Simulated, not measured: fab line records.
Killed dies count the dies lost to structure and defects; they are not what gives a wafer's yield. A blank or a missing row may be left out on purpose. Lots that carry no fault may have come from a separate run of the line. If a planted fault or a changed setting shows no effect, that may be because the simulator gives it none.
Comparing a struck lot with a sound one :: flow nand_harc :: 14 steps out of a route of 1159
Sound: the wafers L111.2, L111.4, L111.6. The struck wafers were L120.1, L120.3, L120.4. The cause is given at the end.
Each step with rows lists, per side, the tool, then ch with its chambers, then its first start. Under that, the readings that differ: sound wafers :: struck wafers :: difference of the means :: sigmas: that difference in standard deviations of wafers without a fault.
alike: readings with means less than 2 such deviations apart, plus words and numbers identical on both sides. not compared: withheld readings, readings lacking a value on some wafer, bounds such as >300 that could conceal the same value, and numbers that have no deviation in the record and whose values overlap.
A row with sigmas, a row that says differs or no value, or rows on one side alone: a step with any of these is where the two part. When numbers do not overlap yet have no deviation, they are printed without sigmas and do not part them. A reading missing from all wafers of one side parts the sides only when that side holds two or more wafers.

first, 2 steps without rows for these wafers: NHARC_A_SOURCE_PLATE_SRD_01; NHARC_A_SOURCE_PLATE_OXIDE_02 (material SiO2, target thk 10 nm, ox time 1362 s).
NHARC_A_SOURCE_PLATE_THK_MEAS_09: measures by ellipsometry.
  sound on film_metro-01 at day 8 11:36; struck on film_metro-02 at day 11 04:02
  alike: thk_nm
then, 3 steps without rows for these wafers: NHARC_A_SOURCE_PLATE_PVD_04 (deposits WSi2, target thk 50 nm); NHARC_A_SOURCE_PLATE_CVD_03 (deposits poly-Si, target thk 200 nm, time 4000 s); NHARC_A_SOURCE_PLATE_ANNEAL_05 (time 1800 s).
NHARC_A_SOURCE_PLATE_THK_MEAS_06: measures by ellipsometry.
  sound on film_metro-01 at day 9 00:23; struck on film_metro-02 at day 11 18:20
  alike: thk_nm
NHARC_A_SOURCE_PLATE_INSPECT_08:
  sound on defect_inspect-01 at day 9 00:27; struck on defect_inspect-01 at day 11 18:25
  alike: raw_defect_count
then NHARC_A_ONON_D1_DEP_00 (target thk 1000 nm), 1 step lacking rows for these wafers.
NHARC_A_ONON_D1_THK_MEAS_02: measures by ellipsometry.
  sound on film_metro-01 at day 9 01:02; struck on film_metro-02 at day 11 19:20
  alike: thk_nm
NHARC_A_ONON_D1_DEP_03: target thk 1000 nm.
  sound on pecvd_onon-01 ch 0, day 9 01:08; struck on pecvd_onon-03 ch 0, day 11 19:23
NHARC_A_ONON_D1_THK_MEAS_05: measures by ellipsometry.
  sound on film_metro-01 at day 9 01:36; struck on film_metro-02 at day 11 19:54
reading: thk_nm (nm)
sound: 1006 1007 1006
struck: 624 624 627
difference: -381
sigmas: -39
then NHARC_A_ONON_D1_DEP_06 (target thk 1000 nm), 1 step lacking rows for these wafers.
-- break in the record here, with 12 days between the starts of the struck wafers on either side (left off in module A_ONON_D1, picked up again in module END, where the first step shown is number 1159 on the route) --
NHARC_END_SORT_01:
  here the record holds rows for the struck wafers (prober-02 ch 0, day 24 07:42) but none for the sound ones

== WHERE THEY PART ==
First at NHARC_A_ONON_D1_THK_MEAS_05; last, within this record, at NHARC_END_SORT_01.

WHY: what the simulator had put in
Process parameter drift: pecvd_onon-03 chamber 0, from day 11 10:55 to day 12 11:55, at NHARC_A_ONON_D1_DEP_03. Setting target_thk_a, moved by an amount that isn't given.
